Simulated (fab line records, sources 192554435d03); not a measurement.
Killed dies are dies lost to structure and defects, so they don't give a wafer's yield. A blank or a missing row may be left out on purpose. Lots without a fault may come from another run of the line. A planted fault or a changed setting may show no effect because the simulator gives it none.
Chamber matching | flow n5_finfet | N5_BEOL_M8_STRIP_19 on rie_diel-02: 4 sister chambers
The step strips in O2. 22 wafers are shown with their chamber, then 11 later ones without.

WAFERS WITH THEIR CHAMBER
wafer  | chamber | drypump_motor_current_A (A) | showerhead_plenum_p_Torr (Torr) | throttle_valve_pct (%)
L075.1 | 0       | 5.9                         | 1.99                            | 16.91
L075.4 | 2       | 6.2                         | 2.18                            | 17.15
L075.5 | 3       | 6.1                         | 1.99                            | 17.18
L076.1 | 1       | 5.0                         | 1.99                            | 16.64
L076.2 | 3       | 6.1                         | 1.98                            | 17.18
L076.4 | 2       | 6.2                         | 2.18                            | 17.15
L079.2 | 1       | 5.0                         | 1.99                            | 16.69
L079.4 | 3       | 6.1                         | 1.98                            | 17.19
L079.5 | 3       | 6.1                         | 1.98                            | 17.21
L084.2 | 0       | 5.9                         | 1.98                            | 16.93
L084.3 | 3       | 6.1                         | 1.98                            | 17.22
L084.6 | 0       | 5.9                         | 1.98                            | 16.94
L086.1 | 3       | 6.1                         | 1.98                            | 17.20
L086.2 | 0       | 5.9                         | 1.98                            | 16.95
L086.3 | 2       | 6.1                         | 2.17                            | 17.20
L089.1 | 3       | 6.1                         | 1.98                            | 17.22
L089.2 | 2       | 6.1                         | 2.16                            | 17.21
L089.5 | 2       | 6.1                         | 2.16                            | 17.22
L088.2 | 2       | 6.2                         | 2.16                            | 17.22
L088.3 | 1       | 5.0                         | 1.98                            | 16.71
L088.5 | 3       | 6.1                         | 1.97                            | 17.24
L091.2 | 2       | 6.2                         | 2.16                            | 17.22

SIGNATURES (means of the wafers above)
reading                  | chamber 0 | chamber 1 | chamber 2 | chamber 3 | scatter within a chamber
drypump_motor_current_A  | 5.900     | 5.000     | 6.157     | 6.100     | 0.0309
showerhead_plenum_p_Torr | 1.9825    | 1.9867    | 2.1671    | 1.9800    | 0.00701
throttle_valve_pct       | 16.9325   | 16.6800   | 17.1957   | 17.2050   | 0.0267
Rule: a wafer's distance from a chamber is the root of the sum, over the readings, of the square of ((its reading less the chamber's mean) divided by the reading's scatter). The wafer belongs to the nearest chamber; if the next one is less than 2 further off, it can't be placed. The scatter: the root of (the sum of the squares of (reading less its chamber's mean) over the shown wafers, divided by (wafers less chambers)).

WAFERS WITHOUT THEIR CHAMBER
wafer  | drypump_motor_current_A (A) | showerhead_plenum_p_Torr (Torr) | throttle_valve_pct (%)
L091.4 | 6.1                         | 1.97                            | 17.22
L091.5 | 5.0                         | 1.98                            | 16.71
L095.3 | 5.0                         | 1.98                            | 16.74
L095.4 | 6.1                         | 1.97                            | 17.26
L095.5 | 5.0                         | 1.98                            | 16.73
L094.2 | 6.2                         | 2.16                            | 17.24
L094.3 | 5.0                         | 1.98                            | 16.76
L094.5 | 6.1                         | 2.16                            | 17.25
L096.3 | 5.0                         | 1.97                            | 16.76
L096.4 | 6.1                         | 2.23                            | 16.81
L096.5 | 5.0                         | 1.97                            | 16.75

WHICH CHAMBER EACH WENT THROUGH
wafer  | from the rows above | in truth
L091.4 | 3                   | 3
L091.5 | 1                   | 1
L095.3 | 1                   | 1
L095.4 | 3                   | 3
L095.5 | 1                   | 1
L094.2 | 2                   | 2
L094.3 | 1                   | 1
L094.5 | 2                   | 2
L096.3 | 1                   | 1
L096.4 | 2                   | 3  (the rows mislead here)
L096.5 | 1                   | 1
Placed correctly: 10 of 11. Can't be placed from these rows: 0. Placed wrongly: 1.
